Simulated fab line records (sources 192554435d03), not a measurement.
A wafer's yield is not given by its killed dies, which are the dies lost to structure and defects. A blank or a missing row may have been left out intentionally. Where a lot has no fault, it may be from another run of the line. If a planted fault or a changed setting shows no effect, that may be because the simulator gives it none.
A struck lot beside a sound one || flow n5-finfet || 14 out of 1938 route steps
Sound: the wafers L504.3, L504.4, L504.6. Struck: wafers L512.1, L512.5. (L512.4 of the same lot was not struck and is left out.) The cause comes at the end.
At each step with rows: each side's tool, then ch and its chambers, then its first start. Under that, the readings that differ: sound wafers || struck wafers || difference of the means || sigmas: that difference in standard deviations of wafers without a fault.
alike: same words and numbers on both sides, and readings whose means sit less than 2 such deviations apart. not compared: any withheld reading, any reading some wafer has no value for, any bound like >300 that may hide the same value, and any number with overlapping values for which the record gives no deviation.
The two part at a step that has a row with sigmas, a row that says differs or no value, or rows on one side only. Non-overlapping numbers with no deviation appear without sigmas and do not part them. Lack of a reading on every wafer of one side parts them only where that side has two or more wafers.

first, 2 steps without rows for these wafers: N5_BEOL_M12_PRECLEAN_39 (cleans in residue remover, time 60 s); N5_BEOL_M12_SRD_40 (time 30 s, dry time 30 s).
N5_BEOL_M12_DEGAS_41: time 60 s.
  struck on pvd-sputter-01, day 14 17:58; sound on pvd-sputter-01, day 11 15:44
  alike: heater-power-w
then, 1 step without rows for these wafers: N5_BEOL_M12_PRE_CLEAN_42 (time 30 s).
N5_BEOL_M12_SPUTTER_43: material TaN, target thk 15 nm, time 24.19 s.
  struck on pvd-sputter-01, day 14 18:03; sound on pvd-sputter-01, day 11 15:49
  alike: cathode-dc-power-W, chamber-pressure-pa, throttle-valve-pct
then, 1 step without rows for these wafers: N5_BEOL_M12_SPUTTER_44 (material Ta, target thk 10 nm, time 16.13 s).
N5_BEOL_M12_SPUTTER_45: material Cu, target thk 80 nm, time 13.33 s.
  struck on pvd-sputter-01, day 14 18:13; sound on pvd-sputter-01, day 11 15:58
  alike: cathode-dc-power-W, chamber-pressure-pa, throttle-valve-pct
then, 1 step without rows for these wafers: N5_BEOL_M12_ECD_47 (material Cu, target thk 720 nm).
N5_BEOL_M12_ANNEAL_48: time 90 s.
  sound on rtp-anneal-02 ch 0, day 11 17:00; struck on rtp-anneal-01 ch 0, day 14 18:28
  alike: wafer_temp_C_max
N5_BEOL_M12_CMP_49: polishes, stops on SiOC, t overpolish 20.6 s, target thk 320 nm.
  sound on cmp-04 ch 1,2,3, day 11 17:13; struck on cmp-04 ch 0, day 14 18:49
{"reading": "overpolish-run-s (s)", "sound": "20.586 20.594 20.600", "struck": "20.625 20.611", "difference": "+0.025", "sigmas": "+3"}
  alike: barrier-field-endpoint-s, motor-current-A, slurry-flow-ml-min
  not compared: pad-life-wafers
N5_BEOL_M12_THK_MEAS_50: measures by xrf.
  struck on film-metro-01, day 14 19:05; sound on film-metro-01, day 11 17:31
  alike: M12_THK
then, 1 step without rows for these wafers: N5_BEOL_M12_PRE_CLEAN_52 (time 15 s).
N5_BEOL_M12_DEP_53: deposits SiCN from 3MS/NH3, target thk 30 nm, time 10.5 s.
  sound on pecvd-03 ch 0,1,2, day 11 17:35; struck on pecvd-04 ch 0,1, day 14 19:08
{"reading": "model.SiCN_of_BEOL_M12_DEP_53.thk-nm (nm)", "sound": "29.2 30.2 29.8", "struck": "12 12.4", "difference": -18, "sigmas": ""}
  alike: showerhead-plenum-p-Torr, throttle-valve-pct
N5_BEOL_M12_RS_MEAS_54: the measuring method here is four-point-probe.
  struck on film-metro-02, day 14 19:12; sound on film-metro-02, day 11 17:39
  alike: M12_RS

WHERE THEY PART
Only at N5_BEOL_M12_CMP_49, within this record. Later steps at which nothing parts them and some readings are alike: N5_BEOL_M12_THK_MEAS_50, N5_BEOL_M12_DEP_53, N5_BEOL_M12_RS_MEAS_54.

WHY: what the simulator had put in
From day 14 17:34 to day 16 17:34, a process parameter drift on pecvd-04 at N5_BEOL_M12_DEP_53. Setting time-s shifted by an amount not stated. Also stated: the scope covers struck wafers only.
